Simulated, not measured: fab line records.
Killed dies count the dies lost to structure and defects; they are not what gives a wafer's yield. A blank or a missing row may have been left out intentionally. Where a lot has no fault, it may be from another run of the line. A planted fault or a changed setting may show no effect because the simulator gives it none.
fab line records	flow n5-finfet
[record] lots = 6	wafers = 16	last-day = 20
route steps=1938 shown BEOL_M1@785 BEOL_M4@1111 PASSIVATION@1936
lots untouched by any fault: they come from a run of this same line in which no faults occurred
start-h: the number of hours between the record's first day and the start of the first shown wafer of the lot	wait-h: how many hours have passed since the lot's step before this one	" the same as in the row above	L1.1+2: one row covering several wafers at once	- no value present, or no start provided	* or withheld: withheld	< > ~ a bound
route shown NAME@n: NAME is a module with steps in the file, n the number in the route of the first one	usual: the fault-free wafers' mean and standard deviation	same: alike in all rows	chamber/n: place in a boat	sites: per-site readings	_std_site: standard deviation across them	_edge_site: mean of outer sites minus mean of inner sites	radius-mm: for every site, how far away it sits from the centre of the wafer	mask NAME#n: copy n	behind: the last tool/chamber to shape the wafer	hold: the reason the lot was held/the length of the hold in hours/how it ended	device: the n, p or np transistor that did not switch	end of line: tests run on the same wafers once the route is complete	for a step that has no rows: nothing shown but its recipe	killed: count of dies lost to structure and defects at first sort (not the wafer's yield)	map: shows each die of a wafer: x if killed, . if not, _ if none is there
set.NAME: the setting as run; set.NAME@STEP: as run at that earlier step	model.NAME: the simulator's own value behind a step, which no gauge read
a table for each step, a row for each wafer; lots at some steps of the route
services: when a tool's chamber went out of use (start-h, in hours from the record's first day, below 0 if earlier), for how many hours, and the reason
[[steps]]
[step N5_BEOL_M1_DEVELOP_27]
[recipe] develop-time-s = 30	developer = TMAH	resist = CAR-EUV	rinse-liquid = surfactant-rinse	dry = air-spin	dev-temp-c = 23
[step N5_BEOL_M1_CD_MEAS_28]
[recipe] landing-energy-ev = 500	detector = se-inlens	target-cd-y-nm = 23.3
[usual] cd-nm = 23.96/0.23
lot.wafer	tool	chamber	start-h	wait-h	cd-nm
L954.3	cd-sem-02	0	145.77	-	23.87
L954.4	"	0	"	"	23.79
L954.5	"	0	"	"	23.94
L962.1	cd-sem-02	0	197.62	-	23.88
L962.3	"	0	"	"	24.08
L962.5	"	0	"	"	24.29
L966.1	cd-sem-01	0	231.38	-	23.74
L966.5	"	0	"	"	23.80
L969.1	cd-sem-02	0	242.50	-	23.68
L969.3	"	0	"	"	24.21
L972.2	cd-sem-01	0	263.77	-	23.89
L972.3	"	0	"	"	23.55
L972.5	"	0	"	"	24.02
L973.2	cd-sem-01	0	275.00	-	23.65
L973.3	"	0	"	"	23.81
L973.5	"	0	"	"	23.79
[step N5_BEOL_M1_OVL_MEAS_29]
[recipe] points-per-wafer = 522
[usual] V0_OVL = -0.5/0.63
lot.wafer	tool	chamber	start-h	wait-h	V0_OVL[nm]
L954.3	overlay-01	0	145.81	0.0	-0.5
L954.4	"	0	"	"	-0.9
L954.5	"	0	"	"	-0.9
L962.1	overlay-02	0	197.65	0.0	-1.2
L962.3	"	0	"	"	0.1
L962.5	"	0	"	"	-0.7
L966.1	overlay-01	0	231.41	0.0	0.0
L966.5	"	0	"	"	-0.3
L969.1	overlay-01	0	242.53	0.0	-0.8
L969.3	"	0	"	"	0.0
L972.2	overlay-02	0	263.80	0.0	-0.4
L972.3	"	0	"	"	-0.3
L972.5	"	0	"	"	-1.6
L973.2	overlay-01	0	275.04	0.0	-0.5
L973.3	"	0	"	"	0.6
L973.5	"	0	"	"	0.6
[step N5_BEOL_M1_INSPECT_30]
[recipe] mode = adi	inspect-instrument = brightfield
[usual] raw-defect-count = 401/92
lot.wafer	tool	chamber	start-h	wait-h	raw-defect-count
L954.3	defect-inspect-01	-	145.86	0.0	272
L954.4	"	-	"	"	272
L954.5	"	-	"	"	261
L962.1	defect-inspect-02	-	197.71	0.1	496
L962.3	"	-	"	"	558
L962.5	"	-	"	"	457
L966.1	defect-inspect-02	-	231.47	0.1	347
L966.5	"	-	"	"	433
L969.1	defect-inspect-01	-	242.59	0.1	277
L969.3	"	-	"	"	229
L972.2	defect-inspect-02	-	263.85	0.0	371
L972.3	"	-	"	"	474
L972.5	"	-	"	"	541
L973.2	defect-inspect-01	-	275.09	0.0	631
L973.3	"	-	"	"	439
L973.5	"	-	"	"	346
[step N5_BEOL_M1_DESCUM_33]
[recipe] chemistry = O2	time-s = 7	source-power-w = 50	bias-power-w = 20	pressure-mtorr = 20	rf-frequency-hz = 2.712e+07	temp-c = 40	resist = CAR-EUV	o2-flow-sccm = 225
[usual] drypump-motor-current-A = 5.4/0.47	oes-product-au = 0.75/0.071	rf-fwd-power-W = 49.37/0.24	rf-vpp-V = 243.8/1.3	showerhead-plenum-p-Torr = 2.13/0.064	throttle-valve-pct = 20.46/0.21
lot.wafer	tool	chamber	start-h	wait-h	drypump-motor-current-A	oes-product-au	rf-fwd-power-W	rf-hours-counter-h	rf-vpp-V	showerhead-plenum-p-Torr	throttle-valve-pct
L954.3	rie-diel-02	1	145.89	0.0	5.0	0.76	49.71	139	244.7	2.19	20.19
L954.4	"	0	"	"	5.0	0.70	49.13	186	244.3	2.17	20.54
L954.5	"	3	"	"	5.5	0.83	49.79	-	243.7	2.20	20.13
L962.1	rie-diel-01	0	197.92	0.2	5.5	0.75	49.59	151	244.9	2.18	20.27
L962.3	"	1	"	"	5.8	0.69	49.08	237	244.8	2.15	20.72
L962.5	"	1	"	"	5.8	0.69	49.07	-	244.7	2.15	20.71
L966.1	rie-diel-02	3	231.50	0.0	5.5	0.80	49.66	92	243.9	2.19	20.18
L966.5	"	1	"	"	5.0	0.74	49.56	-	242.8	2.18	20.24
L969.1	rie-diel-01	3	242.71	0.1	4.7	0.73	49.42	187	244.6	2.16	20.27
L969.3	"	2	"	"	5.0	0.73	49.59	169	243.9	2.10	20.66
L972.2	rie-diel-04	1	263.89	0.0	6.1	0.98	48.98	1	245.2	2.24	20.16
L972.3	"	0	"	"	6.1	0.94	49.01	17	244.8	2.14	20.44
L972.5	"	1	"	"	6.1	0.98	48.97	-	245.8	2.24	20.16
L973.2	rie-diel-02	0	275.13	0.0	5.0	0.67	49.52	225	243.4	2.15	20.60
L973.3	"	2	"	"	4.8	0.82	49.32	101	244.5	2.20	20.89
L973.5	"	2	"	"	4.8	0.81	49.49	-	245.3	2.20	20.88
[step N5_BEOL_M1_ETCH_77]
[recipe] chemistry = N2/H2	target = underlayer	target-depth-a = 65	mask-material = CAR-EUV	time-s = 5.2	ion-energy-ev = 200	pressure-mtorr = 30	source-w = 840	bias-w = 150	n2-flow-sccm = 200	h2-flow-sccm = 200	ends = cleared
[usual] drypump-motor-current-A = 5.4/0.47	etch-rf-on-time-s = 5.21/0.08	oes-product-au = 0.64/0.061	rf-fwd-power-W = 819.4/2.6	rf-vpp-V = 525.2/2.6	showerhead-plenum-p-Torr = 2.59/0.08	throttle-valve-pct = 17.90/0.23
lot.wafer	tool	chamber	start-h	wait-h	drypump-motor-current-A	etch-rf-on-time-s	oes-product-au	rf-fwd-power-W	rf-hours-counter-h	rf-vpp-V	showerhead-plenum-p-Torr	throttle-valve-pct
L954.3	rie-diel-02	1	145.93	0.0	5.1	5.19	0.66	822.0	139	526.5	2.66	17.66
L954.4	"	0	"	"	5.1	5.21	0.60	821.5	186	526.4	2.64	18.01
L954.5	"	3	"	"	5.5	5.17	0.71	822.5	-	526.2	2.69	17.56
L962.1	rie-diel-01	0	197.96	0.0	5.5	5.08	0.65	818.8	151	527.0	2.65	17.70
L962.3	"	1	"	"	5.8	5.27	0.59	818.5	237	525.8	2.62	18.28
L962.5	"	1	"	"	5.8	5.29	0.59	820.9	-	526.3	2.62	18.26
L966.1	rie-diel-02	3	231.54	0.0	5.5	5.17	0.68	815.9	92	530.8	2.68	17.61
L966.5	"	1	"	"	5.1	5.16	0.64	821.9	-	524.4	2.65	17.68
L969.1	rie-diel-01	3	242.75	0.0	4.7	5.30	0.62	819.1	187	526.4	2.64	17.70
L969.3	"	2	"	"	4.9	5.16	0.63	819.1	169	523.9	2.53	17.98
L972.2	rie-diel-04	1	263.92	0.0	6.1	5.19	0.84	820.9	1	530.7	2.72	17.52
L972.3	"	0	"	"	6.1	5.25	0.80	820.3	17	526.3	2.60	17.81
L972.5	"	1	"	"	6.1	5.11	0.85	820.6	-	528.8	2.72	17.52
L973.2	rie-diel-02	0	275.16	0.0	5.0	5.31	0.56	814.3	225	526.1	2.62	18.04
L973.3	"	2	"	"	4.8	5.14	0.69	819.7	101	529.5	2.67	18.41
L973.5	"	2	"	"	4.8	5.12	0.69	823.4	-	528.4	2.67	18.43
[step N5_BEOL_M1_ETCH_69]
[recipe] chemistry = CF4	target = SiARC	target-depth-a = 156	mask-material = CAR-EUV	time-s = 26	ion-energy-ev = 80	pressure-mtorr = 40	source-w = 545	bias-w = 36	Ar_flow_sccm = 100	cf4-flow-sccm = 100	ends = cleared
[usual] cf4-flow-sccm = 100.0/0.35	drypump-motor-current-A = 5.4/0.47	etch-rf-on-time-s = 26.1/0.42	oes-product-au = 0.64/0.062	rf-fwd-power-W = 532.2/2.3	rf-vpp-V = 184.6/1.1	showerhead-plenum-p-Torr = 2.18/0.063	throttle-valve-pct = 15.65/0.2
lot.wafer	tool	chamber	start-h	wait-h	cf4-flow-sccm	drypump-motor-current-A	etch-rf-on-time-s	oes-product-au	rf-fwd-power-W	rf-hours-counter-h	rf-vpp-V	showerhead-plenum-p-Torr	throttle-valve-pct
L954.3	rie-diel-02	1	145.95	0.0	100.0	5.0	25.8	0.66	536.5	139	184.7	2.24	15.39
L954.4	"	0	"	"	99.8	5.1	26.4	0.59	532.0	186	185.8	2.21	15.71
L954.5	"	3	"	"	99.5	5.5	25.9	0.71	534.9	-	184.4	2.25	15.34
L962.1	rie-diel-01	0	197.97	0.0	99.8	5.5	25.9	0.64	529.1	151	186.3	2.23	15.43
L962.3	"	1	"	"	100.0	5.8	26.5	0.60	531.5	237	184.8	2.20	15.96
L962.5	"	1	"	"	100.6	5.8	26.7	0.59	533.0	-	184.9	2.20	15.94
L966.1	rie-diel-02	3	231.56	0.0	99.9	5.5	26.2	0.69	535.4	92	186.0	2.25	15.38
L966.5	"	1	"	"	100.7	5.1	26.0	0.64	538.7	-	185.7	2.23	15.44
L969.1	rie-diel-01	3	242.76	0.0	99.5	4.7	26.6	0.61	530.6	187	186.5	2.22	15.55
L969.3	"	2	"	"	99.9	5.0	25.9	0.64	535.5	169	184.2	2.14	15.78
L972.2	rie-diel-04	1	263.94	0.0	100.2	6.1	26.1	0.85	529.6	1	185.1	2.28	15.30
L972.3	"	0	"	"	99.3	6.1	26.1	0.79	533.3	17	185.4	2.18	15.51
L972.5	"	1	"	"	100.4	6.1	25.9	0.85	532.0	-	185.9	2.28	15.31
L973.2	rie-diel-02	0	275.18	0.0	99.8	5.1	26.5	0.57	530.0	225	182.9	2.20	15.82
L973.3	"	2	"	"	99.4	4.8	25.6	0.70	531.7	101	183.8	2.24	15.99
L973.5	"	2	"	"	99.6	4.8	25.6	0.71	532.2	-	185.1	2.24	15.99
[step N5_BEOL_M1_ALD_98]
[recipe] material = SiO2	target-thk-a = 25	temp-c = 100	ald-precursor-family = BDEAS	ald-co-reactant = O2-plasma	pulse-time-s = 1	co-reactant-pulse-time-s = 1	purge-time-s = 2	co-reactant-purge-time-s = 2	ald-cycles = 17	pressure-torr = 2
[usual] heater-power-w = 78/8	precursor-pulse-height-rel = 0.998/0.02	susceptor-temp-C = 100.00/0.12
[same] ald-cycles = 17	co-reactant-purge-time-s = 2
lot.wafer	tool	chamber	start-h	wait-h	heater-power-w	precursor-pulse-height-rel	susceptor-temp-C
L954.3	ald-sin-04	2	146.26	0.3	71	0.990	100.28
L954.4	"	1	"	"	64	1.015	100.01
L954.5	"	0	"	"	80	1.022	99.84
L962.1	ald-sin-02	1	198.06	0.1	69	1.003	99.88
L962.3	"	0	"	"	76	0.982	100.16
L962.5	"	1	"	"	70	0.981	99.94
L966.1	ald-sin-02	1	231.64	0.1	69	0.996	100.20
L966.5	"	3	"	"	92	1.024	100.09
L969.1	ald-sin-03	3	245.02	2.2	80	1.013	100.28
L969.3	"	2	"	"	86	0.999	99.78
L972.2	ald-sin-04	1	264.23	0.3	67	0.989	99.96
L972.3	"	2	"	"	71	0.990	99.98
L972.5	"	0	"	"	79	1.047	100.09
L973.2	ald-sin-02	0	275.37	0.2	80	0.987	99.94
L973.3	"	2	"	"	73	0.971	100.02
L973.5	"	3	"	"	91	0.990	99.99
[step N5_BEOL_M1_ETCHBACK_99]
[recipe] chemistry = CHF3	target = SiO2	target-depth-a = 50	time-s = 10.4	source-w = 215	bias-w = 47	Ar_flow_sccm = 200	CHF3_flow_sccm = 12	ion-energy-ev = 100	pressure-mtorr = 30
[usual] drypump-motor-current-A = 5.3/0.44	oes-product-au = 0.75/0.069	rf-fwd-power-W = 212.7/0.98	rf-vpp-V = 241.2/2.5	showerhead-plenum-p-Torr = 2.21/0.056	throttle-valve-pct = 17.10/0.21
lot.wafer	tool	chamber	start-h	wait-h	drypump-motor-current-A	oes-product-au	rf-fwd-power-W	rf-hours-counter-h	rf-vpp-V	showerhead-plenum-p-Torr	throttle-valve-pct
L954.3	rie-diel-01	2	147.63	1.3	5.0	0.77	213.5	145	237.5	2.15	17.18
L954.4	"	1	"	"	5.8	0.70	212.0	222	244.1	2.22	17.38
L954.5	"	3	"	"	4.6	0.74	213.2	-	241.3	2.24	16.94
L962.1	rie-diel-01	3	208.91	10.8	4.7	0.74	211.9	178	240.2	2.23	16.96
L962.3	"	1	"	"	5.8	0.69	212.1	239	243.6	2.21	17.38
L962.5	"	2	"	"	5.0	0.75	212.1	-	235.7	2.14	17.20
L966.1	rie-diel-01	0	244.11	12.4	5.5	0.74	212.5	162	243.1	2.23	16.86
L966.5	"	0	"	"	5.5	0.75	213.0	-	243.6	2.23	16.86
L969.1	rie-diel-01	3	254.13	9.1	4.6	0.72	212.2	190	241.8	2.23	16.99
L969.3	"	2	"	"	5.0	0.74	213.5	173	236.3	2.14	17.21
L972.2	rie-diel-04	1	273.89	9.6	6.1	0.98	211.4	3	243.7	2.30	16.79
L972.3	"	2	"	"	5.5	0.70	212.6	223	239.3	2.13	17.24
L972.5	"	0	"	"	6.1	0.93	212.1	-	245.4	2.20	17.00
L973.2	rie-diel-04	3	278.90	3.5	5.6	0.73	211.8	171	240.0	2.14	16.98
L973.3	"	2	"	"	5.5	0.69	211.0	225	242.5	2.13	17.25
L973.5	"	2	"	"	5.5	0.68	210.0	-	241.5	2.13	17.24
[step N5_BEOL_M1_ETCH_70]
[recipe] chemistry = N2/H2	target = SOC	target-depth-a = 800	overetch-a = 160	mask-material = SiARC	temp-c = 40	time-s = 120	ion-energy-ev = 200	pressure-mtorr = 30	source-w = 840	bias-w = 150	n2-flow-sccm = 200	h2-flow-sccm = 200
[step N5_BEOL_M1_STRIP_71]
[recipe] chemistry = N2/H2	temp-c = 40	n2-flow-sccm = 200	h2-flow-sccm = 200	rf-frequency-hz = 6e+07
[step N5_BEOL_M1_STRIP_78]
[recipe] chemistry = N2/H2	temp-c = 40	n2-flow-sccm = 200	h2-flow-sccm = 200	rf-frequency-hz = 6e+07
[step N5_BEOL_M1_VIA_ETCH_34]
[recipe] chemistry = C4F6/O2	target-depth-a = 678	mask-material = SOC	pressure-mtorr = 15	ion-energy-ev = 250	taper-deg = 4	time-s = 64.4	source-w = 350	bias-w = 170	Ar_flow_sccm = 300	C4F6_flow_sccm = 10	O2_flow_sccm = 10
[usual] drypump-motor-current-A = 5.3/0.44	oes-product-au = 0.75/0.069	rf-fwd-power-W = 347.2/1.3	rf-vpp-V = 668/6.2	run-length-s = 87.7/0.45	showerhead-plenum-p-Torr = 2.91/0.072	throttle-valve-pct = 30.77/0.24
lot.wafer	tool	chamber	start-h	wait-h	drypump-motor-current-A	oes-product-au	rf-fwd-power-W	rf-hours-counter-h	rf-vpp-V	run-length-s	showerhead-plenum-p-Torr	throttle-valve-pct	model.etch.depth-nm	model.SOC_of_BEOL_M1_COAT_67.thk-nm	model.BEOL_M1.cd-nm
L954.3	rie-diel-01	2	147.77	0.0	5.0	0.77	347.8	145	656	88.0	2.84	30.84	67.78	52.2	18.2
L954.4	"	1	"	"	5.8	0.70	345.1	222	674	88.1	2.93	31.02	65.94	52.8	18.2
L954.5	"	3	"	"	4.6	0.74	346.3	-	666	87.6	2.95	30.59	66.33	52.8	18.2
L962.1	rie-diel-01	3	209.04	0.0	4.6	0.73	348.0	178	666	87.8	2.95	30.61	67.18	52.6	18
L962.3	"	1	"	"	5.8	0.70	345.3	239	673	88.2	2.92	31.03	65.96	52.6	18
L962.5	"	2	"	"	5.0	0.76	349.0	-	657	87.2	2.83	30.85	67.57	52.4	18
L966.1	rie-diel-01	0	244.24	0.0	5.5	0.74	347.2	162	670	112.2	2.94	30.53	93.31	49.4	18.6
L966.5	"	0	"	"	5.5	0.74	347.3	-	671	87.5	2.94	30.53	66.96	52.4	18.2
L969.1	rie-diel-01	3	254.26	0.0	4.6	0.73	347.0	190	667	112.2	2.94	30.62	92.28	49.6	18.2
L969.3	"	2	"	"	4.9	0.74	347.2	173	658	87.2	2.83	30.86	67.42	52.4	17.8
L972.2	rie-diel-04	1	274.03	0.0	6.1	0.96	346.3	3	670	88.1	3.03	30.58	67.94	52.4	18
L972.3	"	2	"	"	5.5	0.68	347.2	223	666	88.5	2.81	30.89	65.19	52.4	18
L972.5	"	0	"	"	6.1	0.92	347.8	-	680	87.1	2.90	30.79	66.98	52.2	17.8
L973.2	rie-diel-04	3	279.04	0.0	5.6	0.74	346.0	171	662	88.0	2.83	30.57	67.5	52	17.8
L973.3	"	2	"	"	5.5	0.68	344.9	226	668	88.1	2.81	30.90	65.76	52.6	18
L973.5	"	2	"	"	5.5	0.69	344.5	-	668	88.3	2.81	30.88	66.23	52.4	17.8
[step N5_BEOL_M1_STRIP_83]
[recipe] chemistry = C4F6/O2	resist = SiARC	rf-frequency-hz = 6e+07
[step N5_BEOL_M4_RC_MEAS_101]
[usual] DIBL_N = 36.3/1.2	DIBL_P = 36.3/1.4	IOFF_N = 0.160/0.02	IOFF_P = 0.210/0.025	ION_N = 675/9.5	ION_P = 462/7	SS_N = 71.5/0.53	SS_P = 73.4/0.55	VT_N = 249.5/2.6	VT_P = -250.1/2.9
lot.wafer	tool	chamber	start-h	wait-h	DIBL_N[mV/V]	DIBL_P[mV/V]	IOFF_N[nA/um]	IOFF_P[nA/um]	ION_N[uA/um]	ION_P[uA/um]	SS_N[mV/dec]	SS_P[mV/dec]	VT_N[mV]	VT_P[mV]
L954.3	prober-01	0	217.18	0.3	38.7	38.6	0.172	0.204	672	456	71.3	74.3	247.4	-251.5
L954.4	"	0	"	"	36.3	35.5	0.122	0.163	655	448	71.2	73.3	255.3	-255.2
L954.5	"	0	"	"	39.0	38.6	0.175	0.213	677	453	72.3	73.9	249.6	-251.1
L962.1	prober-02	0	287.80	0.0	35.5	34.7	0.166	0.219	682	470	71.3	73.3	246.6	-244.4
L962.3	"	0	"	"	36.7	36.9	0.196	0.255	694	476	72.0	74.2	243.6	-246.3
L962.5	"	0	"	"	37.1	36.3	0.194	0.242	692	474	72.1	73.5	245.6	-246.1
L966.1	prober-01	0	329.17	0.0	35.6	35.8	0.138	0.200	667	466	70.9	72.7	250.6	-249.4
L966.5	"	0	"	"	36.3	36.5	0.149	0.211	670	465	72.0	73.0	252.9	-251.5
L969.1	prober-01	0	338.63	0.0	38.0	38.8	0.173	0.213	667	454	71.4	73.9	249.4	-251.8
L969.3	"	0	"	"	36.5	36.5	0.143	0.194	671	457	70.9	72.7	252.0	-252.6
L973.2	prober-01	0	356.15	0.2	36.0	37.3	0.190	0.201	660	448	72.0	72.8	247.1	-254.9
L973.3	"	0	"	"	35.3	37.3	0.179	0.207	670	450	71.0	73.1	247.2	-250.9
L973.5	"	0	"	"	36.7	38.6	0.202	0.221	684	455	71.5	73.9	247.4	-252.8
L972.2	prober-02	0	363.44	0.2	35.5	36.3	0.164	0.216	691	475	71.3	73.3	245.8	-247.9
L972.3	"	0	"	"	35.2	35.8	0.151	0.197	676	461	70.9	73.0	248.9	-248.3
L972.5	"	0	"	"	36.0	36.6	0.176	0.216	688	468	71.5	73.1	245.0	-248.6
[step N5_PASSIVATION_PROBE_49]
[usual] defect-limited-yield = 90.9/1.3	killed_at_M0_to_M3 = 36/11	killed_at_M4_up = 13/5.1	killed-at-contacts = 14/4.9	killed-at-front-end = 41/10	killed-at-other = 3.4/2.6	killed-dies = 107/16	killed-on-rim = 14/4	killed-open = 70/11	killed-short = 36/7.8	sort_bin_5_function = 5.4/0.84	sort_bin_6_memory = 3.4/0.67	sort-n-pass = 1073/16	sort-yield-pct = 90.9/1.3
[same] gross-dies = 1180	killed-at-back-side = 0	sort_bin_4_leakage[%] = 0	sort_bin_8_speed[%] = 0
lot.wafer	tool	chamber	start-h	wait-h	defect-limited-yield[%]	killed_at_M0_to_M3	killed_at_M4_up	killed-at-contacts	killed-at-front-end	killed-at-other	killed-dies	killed-on-rim	killed-open	killed-short	sort_bin_5_function[%]	sort_bin_6_memory[%]	sort-n-pass	sort-yield-pct[%]
L962.1	prober-02	-	393.91	0.0	90.6	40	12	13	44	2	111	19	64	46	6.0	2.9	1069	90.6
L962.3	prober-02	-	394.01	0.1	91.1	27	10	15	50	3	105	12	77	27	5.7	3.0	1075	91.1
L962.5	prober-02	-	394.11	0.2	89.5	41	17	20	41	5	124	17	85	37	6.1	4.2	1056	89.5
L966.1	prober-01	-	451.16	0.0	90.8	25	21	9	47	6	108	9	71	36	5.7	3.4	1072	90.8
L966.5	prober-01	-	451.36	0.2	91.9	22	7	18	47	1	95	9	64	29	4.8	2.9	1085	91.9
L973.2	prober-01	-	465.20	0.1	91.5	50	10	10	30	0	100	10	59	34	6.3	2.0	1080	91.5
L973.3	prober-01	-	465.25	0.2	90.8	33	10	26	39	1	109	21	77	27	5.2	3.6	1071	90.8
L973.5	prober-01	-	465.35	0.3	90.6	54	14	9	34	0	111	12	68	40	5.8	3.3	1069	90.6
L972.2	prober-01	-	479.10	0.1	90.1	35	19	11	52	0	117	16	73	40	5.8	3.4	1063	90.1
L972.3	prober-01	-	479.15	0.1	89.7	58	14	11	37	2	122	14	80	41	6.5	3.6	1058	89.7
L972.5	prober-01	-	479.25	0.2	86.9	57	23	15	57	3	155	22	101	49	6.9	5.7	1025	86.9
// killed by level:class
L962.1 MOL_CONTACT_COAG:geometric-particle:open=11 FIN_SAQP:geometric-particle:short=11 FIN_SAQP:geometric-particle:open=10 BEOL_M0_SAQP:geometric-particle:short=9 BEOL_M2:geometric-particle:open=9 BEOL_M1:geometric-particle:open=6 STARTING-WAFER:geometric-particle:short=6 BEOL_M2:geometric-particle:short=4
L962.3 MOL_CONTACT_COAG:geometric-particle:open=15 FIN_SAQP:geometric-particle:open=12 FIN_SAQP:geometric-particle:short=9 DUMMY_GATE:geometric-particle:open=9 BEOL_M0_SAQP:geometric-particle:open=8 BEOL_M2:geometric-particle:open=7 STI_FIN_REVEAL:geometric-particle:open=4 BEOL_M0_SAQP:geometric-particle:short=4
L962.5 MOL_CONTACT_COAG:geometric-particle:open=16 FIN_SAQP:geometric-particle:open=11 STI_FIN_REVEAL:geometric-particle:open=10 FIN_SAQP:geometric-particle:short=9 BEOL_M0_SAQP:geometric-particle:open=9 BEOL_M1:geometric-particle:open=8 BEOL_M3:geometric-particle:open=7 BEOL_M2:geometric-particle:open=6
L966.1 BEOL_M4:geometric-particle:open=13 FIN_SAQP:geometric-particle:open=10 STI_FIN_REVEAL:geometric-particle:open=7 MOL_CONTACT_COAG:geometric-particle:open=7 BEOL_M0_SAQP:geometric-particle:open=7 BEOL_M0_SAQP:geometric-particle:short=6 FIN_SAQP:geometric-particle:short=5 BEOL_M1:geometric-particle:open=4
L966.5 MOL_CONTACT_COAG:geometric-particle:open=13 FIN_SAQP:geometric-particle:open=11 STI_FIN_REVEAL:geometric-particle:open=7 BEOL_M2:geometric-particle:open=6 FIN_SAQP:geometric-particle:short=5 MOL_CONTACT_COAG:geometric-particle:short=5 BEOL_M0_SAQP:geometric-particle:short=5 DUMMY_GATE:geometric-particle:open=4
L973.2 BEOL_M0_SAQP:geometric-particle:open=15 BEOL_M0_SAQP:geometric-particle:short=14 BEOL_M3:geometric-particle:open=7 FIN_SAQP:geometric-particle:open=6 MOL_CONTACT_COAG:geometric-particle:open=6 DUMMY_GATE:geometric-particle:open=5 FIN_SAQP:geometric-particle:short=4 BEOL_M2:geometric-particle:open=4
L973.3 MOL_CONTACT_COAG:geometric-particle:open=20 FIN_SAQP:geometric-particle:open=9 BEOL_M3:geometric-particle:open=8 DUMMY_GATE:geometric-particle:open=7 BEOL_M0_SAQP:geometric-particle:short=7 BEOL_M0_SAQP:geometric-particle:open=6 BEOL_M1:geometric-particle:open=6 MOL_CONTACT_COAG:geometric-particle:short=5
L973.5 BEOL_M0_SAQP:geometric-particle:short=16 BEOL_M1:geometric-particle:open=12 BEOL_M0_SAQP:geometric-particle:open=10 MOL_CONTACT_COAG:geometric-particle:open=8 FIN_SAQP:geometric-particle:open=7 BEOL_M1:geometric-particle:short=6 BEOL_M3:geometric-particle:open=5 ILD0:geometric-particle:open=4
L972.2 BEOL_M2:geometric-particle:open=11 FIN_SAQP:geometric-particle:short=10 FIN_SAQP:geometric-particle:open=7 STI_FIN_REVEAL:geometric-particle:open=7 GATE_CUT:geometric-particle:short=7 MOL_CONTACT_COAG:geometric-particle:open=7 BEOL_M4:geometric-particle:open=7 BEOL_M1:geometric-particle:open=5
L972.3 BEOL_M2:geometric-particle:open=13 STI_FIN_REVEAL:geometric-particle:open=9 MOL_CONTACT_COAG:geometric-particle:open=9 FIN_SAQP:geometric-particle:open=8 BEOL_M1:geometric-particle:open=8 BEOL_M3:geometric-particle:open=8 BEOL_M2:geometric-particle:short=8 GATE_CUT:geometric-particle:short=7
L972.5 BEOL_M2:geometric-particle:open=14 MOL_CONTACT_COAG:geometric-particle:open=12 BEOL_M4:geometric-particle:open=12 FIN_SAQP:geometric-particle:short=11 FIN_SAQP:geometric-particle:open=11 STI_FIN_REVEAL:geometric-particle:open=10 BEOL_M0_SAQP:geometric-particle:open=9 BEOL_M0_SAQP:geometric-particle:short=7
[[services]]
tool	chamber	start-h	hours	kind
ald-sin-03	3	134.81	2.6	repair
rie-diel-02	2	137.47	6.3	repair
ald-sin-04	-	164.23	2.8	pm
rie-diel-02	3	164.68	12.2	repair
ald-sin-04	-	177.68	14.0	pm
rie-diel-04	1	180.16	11.0	repair
rie-diel-04	0	191.20	-	clean
rie-diel-04	0	191.20	-	consumable-replace:focus-ring
rie-diel-04	0	191.20	20.1	scheduled-down
rie-diel-04	0	191.20	20.1	vent-cycle
rie-diel-02	-	195.75	0.3	repair
ald-sin-04	-	202.99	58.4	repair
rie-diel-02	3	210.60	4.7	repair
ald-sin-03	1	212.90	5.8	repair
ald-sin-02	-	216.85	6.0	pm
ald-sin-03	3	239.28	4.5	repair
rie-diel-02	-	249.18	0.2	repair
rie-diel-01	1	251.59	-	clean
rie-diel-01	1	251.59	-	consumable-replace:focus-ring
rie-diel-01	1	251.59	17.7	scheduled-down
rie-diel-01	1	251.59	17.7	vent-cycle
ald-sin-02	2	253.27	2.9	repair
ald-sin-02	3	253.56	2.9	repair
ald-sin-02	1	255.96	4.6	repair
[[key]]
[first-sign] step = N5_BEOL_M1_VIA_ETCH_34	reading = run-length-s	direction = up	sigmas = 55	usual = *	struck = *
effect none on later readings
[model-effect] step = N5_BEOL_M1_VIA_ETCH_34	value = etch.depth-nm	without = 67.05	struck = 92.8
met-at N5_BEOL_M1_VIA_ETCH_34
struck-wafers L966.1,L969.1
onset-between 209.04 244.24
[fault] kind = process-parameter-drift	tool = rie-diel-01	chamber = -	onset-h = 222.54	steps = N5_BEOL_M1_VIA_ETCH_34	channel = time-s	offset = *	shape = step	end-h = 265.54	scope = struck-wafers-only	acts-in = *	stated = *
